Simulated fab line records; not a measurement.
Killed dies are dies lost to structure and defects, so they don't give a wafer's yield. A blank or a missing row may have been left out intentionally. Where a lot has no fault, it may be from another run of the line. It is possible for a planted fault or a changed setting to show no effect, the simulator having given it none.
Chamber matching / flow n5Finfet / N5_BEOL_M4_CMP_52 on cmp-01 has 4 sister chambers
The step polishes, stops on SiOC, t overpolish 6.8 s, target thk 40 nm. 4 wafers are shown with their chamber, then 9 later ones without.

== WAFERS, EACH WITH ITS CHAMBER ==
wafer=L082.6; chamber=2; motorCurrentA (A)=5.3
wafer=L085.4; chamber=1; motorCurrentA (A)=6.5
wafer=L089.5; chamber=3; motorCurrentA (A)=5.7
wafer=L089.6; chamber=0; motorCurrentA (A)=6.0

== WAFERS WHOSE CHAMBER IS MISSING ==
wafer=L091.2; motorCurrentA (A)=5.9
wafer=L091.5; motorCurrentA (A)=5.8
wafer=L091.6; motorCurrentA (A)=5.4
wafer=L092.1; motorCurrentA (A)=6.6
wafer=L092.4; motorCurrentA (A)=5.6
wafer=L092.6; motorCurrentA (A)=5.9
wafer=L093.3; motorCurrentA (A)=6.3
wafer=L093.4; motorCurrentA (A)=5.7
wafer=L093.6; motorCurrentA (A)=5.5

== WHICH CHAMBER EACH WENT THROUGH ==
wafer=L091.2; from the rows above=can't be placed: 0 or 3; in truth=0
wafer=L091.5; from the rows above=can't be placed: 3 or 0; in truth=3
wafer=L091.6; from the rows above=can't be placed: 2 or 3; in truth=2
wafer=L092.1; from the rows above=1; in truth=1
wafer=L092.4; from the rows above=can't be placed: 3 or 2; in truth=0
wafer=L092.6; from the rows above=can't be placed: 0 or 3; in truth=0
wafer=L093.3; from the rows above=can't be placed: 1 or 0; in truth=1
wafer=L093.4; from the rows above=3; in truth=3
wafer=L093.6; from the rows above=can't be placed: 2 or 3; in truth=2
Correctly placed: 2 of 9. Cannot be placed on the basis of these rows: 7; the candidates contain the true chamber in 6. Placed wrongly: 0.
How it was worked out, from the rows above alone: a wafer's distance from a chamber is the root of the sum, over the readings, of the square of ((its reading less the chamber's mean) divided by the reading's scatter). The wafer belongs to the nearest chamber; if the next one is less than 2 further off, it can't be placed. A chamber's mean is the mean of its shown wafers. The scatter: with one shown wafer a chamber, the root of the mean of the squares of how far each hidden wafer lies from its nearest shown one.
